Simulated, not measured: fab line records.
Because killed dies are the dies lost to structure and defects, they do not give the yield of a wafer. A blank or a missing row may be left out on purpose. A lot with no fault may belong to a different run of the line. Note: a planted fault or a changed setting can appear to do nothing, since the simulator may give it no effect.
fab line records    flow nand-harc    part 1 of 2: steps 1 to 21 of 31
[record] lots = 5  wafers = 15  last-day = 33
route steps=1302 shown A_SLIT@932 A_SIN_REMOVE@947 A_WL_FILL@952
lots with no fault: from the same line, run without faults
start-h: the number of hours between the record's first day and the start of the first shown wafer of the lot    wait-h: hours since the lot's step before    " the same as in the row above    L1.1+2: a row that stands for several wafers    - value missing, or start not given    * or withheld: withheld    < > ~ a bound
route shown NAME@n: a module of which the file shows steps, and the number in the route of the first    usual: the fault-free wafers' mean and standard deviation    same: alike in all rows    chamber/n: place in a boat    sites: each site's reading    _std_site: their standard deviation    _edge_site: inner sites' mean taken away from outer sites' mean    radius-mm: for every site, how far away it sits from the centre of the wafer    mask NAME#n: copy n    behind: tool/chamber where the wafer was last shaped    hold: what put the lot on hold/how long, in hours/how the hold closed    device: transistor that didn't switch, given as n, p or np    end of line: tests run on the same wafers once the route is complete    a step without rows: its recipe alone    killed: dies that structure and defects cost at the first sort, which is not the same as the wafer's yield    map: per-die view of a wafer (x killed, . not killed, _ where there is no die)
set.NAME: the setting as run; set.NAME@STEP: as run at that earlier step    model.NAME: the simulator's own value behind a step, which no gauge read
certain route steps with their lots: each step a table, each wafer a row
services: from which hour (start-h, from the record's first day; less than 0 if before it) a tool's chamber was out of use, for how many hours, and why
[[steps]]
[step NHARC_A_SLIT_DEVELOP_08]
[recipe] develop-time-s = 35  dev-temp-c = 23
lot.wafer   tool            chamber  start-h  wait-h
L080.1+3+4  litho-track-06  0        -        -
L082.2+3+5  litho-track-01  0        -        -
L088.1+3+6  litho-track-01  0        -        -
L096.2+4+5  litho-track-01  0        -        -
L097.1+2+5  litho-track-04  0        -        -
[step NHARC_A_SLIT_CD_MEAS_09]
[recipe] target-cd-nm = 300  landing-energy-ev = 500
[usual] cd-nm = 300.5/0.45
lot.wafer  tool       chamber  start-h  wait-h  cd-nm
L080.1     cd-sem-03  0        501.00   -       300.9
L080.3     "          0        "        "       300.6
L080.4     "          0        "        "       300.9
L082.2     cd-sem-01  0        522.95   -       299.9
L082.3     "          0        "        "       300.4
L082.5     "          0        "        "       301.1
L088.1     cd-sem-02  0        618.12   -       300.3
L088.3     "          0        "        "       300.7
L088.6     "          0        "        "       299.9
L096.2     cd-sem-01  0        650.92   -       300.0
L096.4     "          0        "        "       300.0
L096.5     "          0        "        "       301.3
L097.1     cd-sem-03  0        685.84   -       301.0
L097.2     "          0        "        "       300.6
L097.5     "          0        "        "       300.5
[step NHARC_A_SLIT_OVL_MEAS_10]
[usual] overlay-x-nm = 0.0/0.97  overlay-y-nm = -0.3/0.75
lot.wafer  tool        chamber  start-h  wait-h  overlay-x-nm  overlay-y-nm
L080.1     overlay-01  -        501.09   -       0.6           0.5
L080.3     "           -        "        "       0.3           -0.1
L080.4     "           -        "        "       -0.3          0.6
L082.2     overlay-01  -        523.03   -       -0.6          -1.6
L082.3     "           -        "        "       -0.9          -1.4
L082.5     "           -        "        "       -0.1          -1.5
L088.1     overlay-01  -        618.20   -       -0.8          -0.3
L088.3     "           -        "        "       -0.9          -0.9
L088.6     "           -        "        "       -1.4          -0.5
L096.2     overlay-01  -        651.01   -       -0.1          0.5
L096.4     "           -        "        "       0.4           0.1
L096.5     "           -        "        "       0.0           -0.6
L097.1     overlay-02  -        685.93   -       0.6           -1.1
L097.2     "           -        "        "       0.1           -1.8
L097.5     "           -        "        "       0.2           -0.7
[step NHARC_A_SLIT_INSPECT_11]
[usual] raw-defect-count = 54/24
lot.wafer  tool               chamber  start-h  wait-h  raw-defect-count
L080.1     defect-inspect-02  -        501.13   0.0     67
L080.3     "                  -        "        "       73
L080.4     "                  -        "        "       86
L082.2     defect-inspect-02  -        523.07   0.0     71
L082.3     "                  -        "        "       96
L082.5     "                  -        "        "       75
L088.1     defect-inspect-01  -        618.24   0.0     44
L088.3     "                  -        "        "       45
L088.6     "                  -        "        "       59
L096.2     defect-inspect-02  -        651.04   0.0     45
L096.4     "                  -        "        "       65
L096.5     "                  -        "        "       54
L097.1     defect-inspect-02  -        685.96   0.0     45
L097.2     "                  -        "        "       58
L097.5     "                  -        "        "       41
[step NHARC_A_SLIT_DESCUM_14]
[recipe] time-s = 3  o2-flow-sccm = 200  ar-flow-sccm = 0  bias-power-w = 0  chemistry = O2
[usual] drypump-motor-current-A = 5.6/0.41  oes-product-au = 0.997/0.01  rf-vpp-V = 57.8/0.95  showerhead-plenum-p-Torr = 1.92/0.089  throttle-valve-pct = 11.310/0.009
lot.wafer  tool         chamber  start-h  wait-h  drypump-motor-current-A  oes-product-au  rf-hours-counter-h  rf-vpp-V  showerhead-plenum-p-Torr  throttle-valve-pct
L080.3     rie-diel-07  0        501.20   0.1     5.6                      1.001           0.9                 56.5      1.83                      11.305
L080.1     "            1        "        "       5.1                      0.982           0.9                 58.2      1.91                      11.295
L080.4     "            2        "        "       5.4                      0.986           1.3                 55.5      1.80                      11.314
L082.3     rie-diel-07  0        523.15   0.1     5.6                      1.009           2.2                 56.8      1.83                      11.310
L082.2     "            1        "        "       5.1                      0.982           2.8                 57.2      1.91                      11.326
L082.5     "            2        "        "       5.4                      0.978           -                   56.9      1.80                      11.312
L088.1     rie-diel-07  3        618.30   0.1     5.7                      1.016           7.4                 56.7      1.83                      11.304
L088.3     "            0        "        "       5.6                      1.021           8.0                 57.4      1.83                      11.291
L088.6     "            0        "        "       5.6                      1.011           -                   56.3      1.83                      11.304
L096.2     rie-diel-11  3        651.12   0.1     5.5                      1.001           3.0                 57.8      1.90                      11.305
L096.4     "            0        "        "       5.7                      0.999           3.4                 58.0      1.98                      11.302
L096.5     "            1        "        "       5.4                      1.005           -                   59.5      2.05                      11.306
L097.2     rie-diel-07  2        686.02   0.1     5.3                      1.007           1.6                 57.0      1.80                      11.304
L097.1     "            1        "        "       5.1                      0.995           1.4                 57.8      1.90                      11.305
L097.5     "            2        "        "       5.3                      1.009           -                   58.3      1.80                      11.311
[step NHARC_A_SLIT_ETCH_24]
[recipe] target-depth-a = 1210  time-s = 60.5  cf4-flow-sccm = 100  chf3-flow-sccm = 30  ar-flow-sccm = 0  rf-w = 500  bias-w = 200  chemistry = CF4/CHF3
[usual] chf3-flow-sccm = 30.00/0.089  drypump-motor-current-A = 5.6/0.42  oes-product-au = 0.961/0.016  rf-vpp-V = 370.7/2.5  showerhead-plenum-p-Torr = 1.57/0.068  throttle-valve-pct = 16.803/0.0091
lot.wafer  tool         chamber  start-h  wait-h  chf3-flow-sccm  drypump-motor-current-A  oes-product-au  rf-hours-counter-h  rf-vpp-V  showerhead-plenum-p-Torr  throttle-valve-pct
L080.4     rie-diel-07  3        501.27   0.1     29.85           5.7                      0.969           1.3                 369.0     1.51                      16.798
L080.3     "            1        "        "       30.05           5.0                      0.967           0.9                 370.5     1.57                      16.812
L080.1     "            2        "        "       30.07           5.3                      0.960           1.3                 367.1     1.49                      16.792
L082.3     rie-diel-07  3        523.22   0.1     30.10           5.7                      0.955           2.8                 370.1     1.51                      16.790
L082.2     "            0        "        "       30.02           5.6                      0.976           2.2                 367.7     1.51                      16.802
L082.5     "            3        "        "       30.07           5.7                      0.951           -                   368.3     1.51                      16.804
L088.3     rie-diel-07  0        618.39   0.1     30.17           5.6                      0.964           8.0                 367.8     1.51                      16.801
L088.1     "            2        "        "       30.14           5.3                      0.978           8.4                 366.2     1.48                      16.786
L088.6     "            0        "        "       30.01           5.6                      0.967           -                   366.3     1.51                      16.801
L096.2     rie-diel-11  3        651.19   0.1     29.93           5.4                      0.984           3.0                 370.4     1.56                      16.798
L096.4     "            2        "        "       29.97           6.3                      0.952           2.6                 367.5     1.52                      16.782
L096.5     "            3        "        "       30.09           5.4                      0.980           -                   370.5     1.56                      16.810
L097.2     rie-diel-07  1        686.11   0.1     29.98           5.1                      0.959           1.5                 370.5     1.57                      16.794
L097.1     "            2        "        "       29.98           5.3                      0.949           1.6                 367.1     1.48                      16.809
L097.5     "            1        "        "       30.04           5.1                      0.950           -                   372.0     1.57                      16.814
[step NHARC_A_SLIT_ETCH_15]
[recipe] target-depth-a = 62000  over-etch-frac = 0.3  time-s = 1612  ion-energy-ev = 150  o2-flow-sccm = 400  cos-flow-sccm = 20  ar-flow-sccm = 0  rf-w = 500  bias-w = 300  chemistry = O2/COS
[usual] drypump-motor-current-A = 5.6/0.42  oes-product-au = 0.996/0.01  rf-vpp-V = 314.1/2.1  showerhead-plenum-p-Torr = 3.12/0.13  throttle-valve-pct = 28.329/0.0093
lot.wafer  tool         chamber  start-h  wait-h  drypump-motor-current-A  oes-product-au  rf-hours-counter-h  rf-vpp-V  showerhead-plenum-p-Torr  throttle-valve-pct
L080.3     rie-diel-07  1        -        -       5.1                      0.974           1.1                 312.6     3.11                      28.336
L080.1     "            2        "        "       5.4                      0.988           1.5                 313.3     2.95                      28.349
L080.4     "            0        "        "       5.6                      1.009           1.1                 312.0     3.00                      28.307
L082.3     rie-diel-07  0        -        -       5.7                      0.995           2.5                 312.9     3.00                      28.335
L082.2     "            2        "        "       5.4                      0.989           3.6                 311.2     2.95                      28.335
L082.5     "            1        "        "       5.1                      0.980           -                   314.2     3.11                      28.329
L088.3     rie-diel-07  0        -        -       5.7                      1.000           8.2                 313.6     2.99                      28.339
L088.1     "            2        "        "       5.4                      0.988           8.6                 311.6     2.94                      28.318
L088.6     "            3        "        "       5.7                      1.003           -                   311.0     2.99                      28.333
L096.4     rie-diel-11  2        -        -       6.3                      0.980           2.8                 312.5     3.02                      28.315
L096.2     "            3        "        "       5.5                      0.996           3.2                 314.9     3.10                      28.340
L096.5     "            1        "        "       5.4                      1.008           -                   316.6     3.32                      28.324
L097.2     rie-diel-07  3        -        -       5.7                      0.997           1.7                 311.9     2.99                      28.326
L097.1     "            1        "        "       5.1                      0.995           1.7                 314.0     3.11                      28.322
L097.5     "            3        "        "       5.7                      1.008           -                   312.0     2.99                      28.331
[step NHARC_A_SLIT_ETCH_17]
[recipe] bias-v = 900  source-w = withheld  pressure-mtorr = 20  ar-flow-sccm = 375  c4f8-flow-sccm = 83.3  o2-flow-sccm = 41.7  time-s = 4254.5  target-depth-a = 2.03e+05  chemistry = C4F8/O2/Ar
[usual] drypump-motor-current-A = 6.06/0.27  showerhead-plenum-p-Torr = 3.67/0.13  throttle-valve-pct = 32.044/0.0089
lot.wafer  tool         chamber  start-h  wait-h  drypump-motor-current-A  rf-hours-counter-h  showerhead-plenum-p-Torr  throttle-valve-pct
L080.1     har-etch-01  1        503.53   -       6.16                     273                 3.64                      32.039
L080.3     "            0        "        "       6.44                     -                   3.62                      32.043
L080.4     "            1        "        "       6.17                     -                   3.64                      32.053
L082.2     har-etch-02  1        524.39   -       6.00                     77                  3.90                      32.052
L082.3     "            0        526.20   -       5.72                     -                   3.60                      32.049
L082.5     "            1        "        "       5.98                     -                   3.90                      32.031
L088.1     har-etch-02  1        620.97   -       5.96                     122                 3.87                      32.062
L088.3     "            0        622.81   -       5.66                     -                   3.58                      32.044
L088.6     "            1        "        "       5.97                     -                   3.87                      32.035
L096.2     har-etch-01  0        652.35   -       6.42                     357                 3.57                      32.047
L096.4     "            1        654.19   -       6.18                     -                   3.59                      32.039
L096.5     "            1        655.41   -       6.15                     -                   3.59                      32.029
L097.2     har-etch-01  1        687.28   -       6.09                     372                 3.58                      32.040
L097.1     "            0        "        "       6.40                     372                 3.56                      32.048
L097.5     "            1        689.72   -       6.11                     -                   3.59                      32.052
[step NHARC_A_SLIT_ETCH_26]
[recipe] bias-v = 400  source-w = 2000  pressure-mtorr = 25  time-s = 90  ar-flow-sccm = 375  c4f8-flow-sccm = 41.7  o2-flow-sccm = 83.3  target-depth-a = 4000  chemistry = C4F8/O2/Ar
[usual] drypump-motor-current-A = 6.06/0.27  showerhead-plenum-p-Torr = 3.70/0.13  throttle-valve-pct = 27.619/0.0089
lot.wafer  tool         chamber  start-h  wait-h  drypump-motor-current-A  rf-hours-counter-h  showerhead-plenum-p-Torr  throttle-valve-pct
L080.1     har-etch-01  1        506.59   2.5     6.19                     276                 3.67                      27.627
L080.3     "            0        "        "       6.43                     -                   3.65                      27.620
L080.4     "            1        "        "       6.15                     -                   3.67                      27.622
L082.2     har-etch-02  1        528.00   3.0     5.96                     80                  3.93                      27.630
L082.3     "            0        "        "       5.70                     -                   3.63                      27.608
L082.5     "            1        "        "       5.97                     -                   3.93                      27.630
L088.1     har-etch-02  1        624.66   3.1     5.99                     125                 3.91                      27.628
L088.3     "            0        "        "       5.63                     -                   3.61                      27.627
L088.6     "            1        "        "       6.00                     -                   3.91                      27.619
L096.2     har-etch-01  0        656.02   3.1     6.39                     360                 3.60                      27.600
L096.4     "            1        "        "       6.14                     -                   3.62                      27.622
L096.5     "            1        "        "       6.15                     -                   3.62                      27.619
L097.2     har-etch-01  1        690.94   3.0     6.16                     375                 3.61                      27.622
L097.1     "            0        "        "       6.38                     375                 3.59                      27.619
L097.5     "            1        "        "       6.14                     -                   3.61                      27.619
[step NHARC_A_SLIT_STRIP_28]
[recipe] o2-flow-sccm = 400  cos-flow-sccm = 20  ar-flow-sccm = 0  bias-w = 0  chemistry = O2/COS
lot.wafer   tool         chamber  start-h  wait-h
L080.1+4+3  rie-diel-06  1,3,0    507.35   0.7
L082.3+2+5  rie-diel-06  0,2,3    528.81   0.7
L088.1+3+6  rie-diel-07  3,1,3    625.46   0.8
L096.4+2+5  rie-diel-11  3,2,3    656.81   0.7
L097.2+1+5  rie-diel-07  0,1,0    691.73   0.8
[step NHARC_A_SLIT_ETCH_29]
[recipe] target-depth-a = 1000  overetch-a = 100  time-s = 55  ion-energy-ev = 100  cf4-flow-sccm = 80  o2-flow-sccm = 20  ar-flow-sccm = 0  rf-w = 300  bias-w = 100  chemistry = CF4/O2
[usual] drypump-motor-current-A = 5.6/0.44  oes-product-au = 0.996/0.0092  rf-vpp-V = 197.9/1.5  showerhead-plenum-p-Torr = 1.34/0.062  throttle-valve-pct = 13.398/0.0091
lot.wafer  tool         chamber  start-h  wait-h  drypump-motor-current-A  oes-product-au  rf-hours-counter-h  rf-vpp-V  showerhead-plenum-p-Torr  throttle-valve-pct
L080.1     rie-diel-06  0        507.45   0.1     6.1                      0.984           0                   201.3     1.42                      13.408
L080.3     "            2        "        "       4.6                      0.987           0                   198.4     1.41                      13.400
L080.4     "            3        "        "       6.1                      1.000           0                   198.6     1.38                      13.376
L082.2     rie-diel-06  1        528.90   0.1     5.6                      1.003           1                   196.4     1.28                      13.387
L082.3     "            2        "        "       4.6                      0.990           1                   197.8     1.41                      13.402
L082.5     "            0        "        "       6.1                      0.983           -                   199.3     1.42                      13.406
L088.1     rie-diel-07  1        625.54   0.1     5.1                      0.982           9                   198.2     1.33                      13.396
L088.3     "            3        "        "       5.7                      1.001           8                   195.9     1.28                      13.415
L088.6     "            1        "        "       5.1                      0.984           -                   199.2     1.33                      13.406
L096.2     rie-diel-11  0        656.91   0.1     5.6                      1.019           4                   198.9     1.38                      13.398
L096.4     "            1        "        "       5.4                      1.013           4                   199.6     1.42                      13.405
L096.5     "            3        "        "       5.4                      1.005           -                   196.5     1.33                      13.401
L097.1     rie-diel-07  3        691.82   0.1     5.7                      0.987           2                   196.6     1.28                      13.406
L097.2     "            0        "        "       5.7                      1.002           3                   196.6     1.28                      13.393
L097.5     "            0        "        "       5.6                      0.996           -                   198.6     1.28                      13.392
[step NHARC_A_SLIT_STRIP_18]
[recipe] o2-flow-sccm = 500  ar-flow-sccm = 0  bias-w = 0  chemistry = O2
[usual] drypump-motor-current-A = 5.6/0.46  oes-product-au = 0.998/0.0099  rf-vpp-V = 57.9/0.9  showerhead-plenum-p-Torr = 3.55/0.15  throttle-valve-pct = 17.036/0.0099
lot.wafer  tool         chamber  start-h  wait-h  drypump-motor-current-A  oes-product-au  rf-hours-counter-h  rf-vpp-V  showerhead-plenum-p-Torr  throttle-valve-pct
L080.4     rie-diel-06  0        -        -       6.1                      0.981           0                   58.5      3.75                      17.050
L080.3     "            1        "        "       5.7                      1.006           0                   58.3      3.39                      17.035
L080.1     "            2        "        "       4.7                      0.979           0                   60.0      3.72                      17.036
L082.2     rie-diel-06  3        -        -       6.1                      0.998           2                   58.2      3.65                      17.036
L082.3     "            1        "        "       5.7                      0.995           1                   58.1      3.39                      17.032
L082.5     "            2        "        "       4.6                      0.989           -                   59.4      3.72                      17.045
L088.1     rie-diel-07  0        -        -       5.6                      1.011           9                   58.1      3.38                      17.051
L088.3     "            2        "        "       5.4                      1.003           9                   57.7      3.33                      17.025
L088.6     "            0        "        "       5.6                      1.003           -                   58.0      3.38                      17.034
L096.4     rie-diel-11  3        -        -       5.5                      1.007           4                   57.3      3.51                      17.043
L096.2     "            0        "        "       5.7                      1.016           4                   57.5      3.65                      17.027
L096.5     "            1        "        "       5.4                      1.008           -                   57.8      3.75                      17.025
L097.2     rie-diel-07  0        -        -       5.6                      0.997           3                   59.0      3.38                      17.055
L097.1     "            2        "        "       5.3                      0.992           2                   58.0      3.33                      17.045
L097.5     "            1        "        "       5.1                      0.990           -                   58.2      3.51                      17.032
[step NHARC_A_SLIT_PRECLEAN_19]
[recipe] time-s = *  temp-c = 50  bath-age-min = 0  chemistry = SC1
[usual] diw-flow-mL-min = 1415/4.1
lot.wafer  tool          chamber  start-h  wait-h  diw-flow-mL-min
L080.4     wet-bench-06  1        507.84   -       1404
L080.1     "             4        "        "       1412
L080.3     "             6        "        "       1426
L082.2     wet-bench-06  2        529.28   -       1412
L082.5     "             3        "        "       1418
L082.3     "             4        "        "       1410
L088.6     wet-bench-02  6        625.95   -       1415
L088.3     "             0        "        "       1412
L088.1     "             1        "        "       1414
L096.5     wet-bench-02  6        657.31   -       1410
L096.4     "             0        "        "       1415
L096.2     "             2        "        "       1416
L097.2     wet-bench-06  1        692.22   -       1420
L097.1     "             5        "        "       1416
L097.5     "             6        "        "       1419
[step NHARC_A_SLIT_SRD_20]
lot.wafer   tool          chamber  start-h  wait-h
L080.4+1+3  wet-bench-06  1,4,6    -        -
L082.2+5+3  wet-bench-06  2,3,4    -        -
L088.6+3+1  wet-bench-02  6,0,1    -        -
L096.5+4+2  wet-bench-02  6,0,2    657.38   0.0
L097.2+1+5  wet-bench-06  1,5,6    -        -
[step NHARC_A_SLIT_CD_MEAS_21]
[usual] cd-nm = 289.8/0.85
lot.wafer  tool       chamber  start-h  wait-h  cd-nm
L080.1     cd-sem-01  -        507.98   -       289.8
L080.3     "          -        "        "       290.5
L080.4     "          -        "        "       289.8
L082.2     cd-sem-01  -        529.42   -       290.4
L082.3     "          -        "        "       291.3
L082.5     "          -        "        "       290.6
L088.1     cd-sem-02  -        626.07   -       289.2
L088.3     "          -        "        "       288.9
L088.6     "          -        "        "       289.7
L096.2     cd-sem-03  -        657.49   0.1     288.3
L096.4     "          -        "        "       290.1
L096.5     "          -        "        "       289.5
L097.1     cd-sem-01  -        692.35   -       289.0
L097.2     "          -        "        "       289.7
L097.5     "          -        "        "       290.0
[step NHARC_A_SIN_REMOVE_WET_00]
[recipe] temp-c = 160  time-s = 15300  chemistry = H3PO4
lot.wafer   tool          chamber  start-h  wait-h
L080.1+3+4  wet-h3po4-01  0        509.65   1.7
L082.2+3+5  wet-h3po4-02  0        530.22   0.8
L088.1+3+6  wet-h3po4-01  1        628.06   2.0
L096.2+4+5  wet-h3po4-02  1        659.46   2.0
L097.1+2+5  wet-h3po4-02  1        694.03   1.7
[step NHARC_A_SIN_REMOVE_PRECLEAN_01]
[recipe] time-s = *  temp-c = 50  bath-age-min = 0  chemistry = SC1
[usual] diw-flow-mL-min = 1415/4
lot.wafer  tool          chamber  start-h  wait-h  diw-flow-mL-min
L080.4     wet-bench-01  2        514.35   0.0     1422
L080.1     "             3        "        "       1417
L080.3     "             6        "        "       1410
L082.5     wet-bench-01  0        535.03   0.0     1421
L082.3     "             3        "        "       1414
L082.2     "             4        "        "       1419
L088.1     wet-bench-04  3        632.87   0.0     1415
L088.3     "             4        "        "       1410
L088.6     "             6        "        "       1411
L096.4     wet-bench-05  3        664.27   0.0     1423
L096.5     "             4        "        "       1410
L096.2     "             5        "        "       1410
L097.2     wet-bench-01  5        698.71   0.0     1409
L097.5     "             6        "        "       1416
L097.1     "             7        "        "       1407
[step NHARC_A_SIN_REMOVE_SRD_02]
lot.wafer   tool          chamber  start-h  wait-h
L080.4+1+3  wet-bench-01  2,3,6    -        -
L082.5+3+2  wet-bench-01  0,3,4    -        -
L088.1+3+6  wet-bench-04  3,4,6    -        -
L096.4+5+2  wet-bench-05  3,4,5    -        -
L097.2+5+1  wet-bench-01  5,6,7    -        -
[step NHARC_A_SIN_REMOVE_INSPECT_04]
[usual] raw-defect-count = 392/86
lot.wafer  tool               chamber  start-h  wait-h  raw-defect-count
L080.1     defect-inspect-01  -        514.53   0.0     370
L080.3     "                  -        "        "       436
L080.4     "                  -        "        "       379
L082.2     defect-inspect-01  -        535.21   0.0     448
L082.3     "                  -        "        "       393
L082.5     "                  -        "        "       373
L088.1     defect-inspect-01  -        633.05   0.0     462
L088.3     "                  -        "        "       553
L088.6     "                  -        "        "       430
L096.2     defect-inspect-02  -        664.45   0.0     485
L096.4     "                  -        "        "       491
L096.5     "                  -        "        "       377
L097.1     defect-inspect-02  -        698.88   0.0     333
L097.2     "                  -        "        "       366
L097.5     "                  -        "        "       426
[step NHARC_A_WL_FILL_ALD_00]
[recipe] target-thk-a = 30  pulse-time-s = 3  ald-cycles = 30  temp-c = 300  material = Al2O3
[usual] heater-power-w = 447/41  precursor-pulse-height-rel = 1.000/0.018
[same] pulse-time-s = 3
lot.wafer  tool       chamber  start-h  wait-h  heater-power-w  precursor-pulse-height-rel  since-wet-clean-h
L080.3     ald-hk-03  1        514.60   0.1     487             1.019                       114
L080.1     "          3        "        "       433             1.004                       114
L080.4     "          0        "        "       438             1.005                       114
L082.3     ald-hk-01  0        535.39   0.2     450             0.994                       51
L082.2     "          1        "        "       545             0.970                       51
L082.5     "          3        "        "       439             0.996                       -
L088.3     ald-hk-04  3        633.12   0.1     438             1.010                       12
L088.1     "          2        "        "       476             1.027                       12
L088.6     "          0        "        "       373             1.013                       -
L096.2     ald-hk-04  3        664.58   0.1     429             0.956                       44
L096.4     "          0        "        "       379             1.023                       44
L096.5     "          2        "        "       493             1.004                       -
L097.2     ald-hk-04  3        698.98   0.1     429             0.995                       78
L097.1     "          1        "        "       487             1.028                       78
L097.5     "          2        "        "       482             0.991                       -
[step NHARC_A_WL_FILL_RTA_01]
[recipe] temp-c = 1000  time-s = 5
[usual] anneal-temp-c-max = 1005.7/2.5  lamp-power-pct = 28.5/2.9  lamp_zone_6_pct = 28.4/2.9  wafer_temp_C_max = 1005.8/1.3
lot.wafer  tool           chamber  start-h  wait-h  anneal-temp-c-max  lamp-power-pct  lamp_zone_6_pct  wafer_temp_C_max
L080.1     rtp-anneal-02  0        514.86   -       1003.3             26.0            26.0             1006.8
L080.3     "              0        "        "       1006.0             26.1            26.0             1006.9
L080.4     "              0        "        "       1003.4             26.0            26.0             1005.2
L082.2     rtp-anneal-01  0        535.74   0.2     1008.3             31.9            31.8             1004.5
L082.3     "              0        "        "       1010.2             31.9            31.8             1004.3
L082.5     "              0        "        "       1009.4             31.8            31.8             1005.6
L088.1     rtp-anneal-02  0        633.39   -       1004.1             26.0            26.0             1006.9
L088.3     "              0        "        "       1004.2             26.0            26.0             1006.3
L088.6     "              0        "        "       1003.5             26.0            26.0             1005.2
L096.2     rtp-anneal-02  0        664.81   -       1004.7             26.0            26.0             1006.4
L096.4     "              0        "        "       1003.7             26.0            25.9             1006.8
L096.5     "              0        "        "       1002.8             26.0            26.0             1006.1
L097.1     rtp-anneal-01  0        699.22   -       1007.8             31.9            31.8             1004.6
L097.2     "              0        "        "       1008.9             31.8            31.8             1006.2
L097.5     "              0        "        "       1007.3             31.9            31.8             1003.8
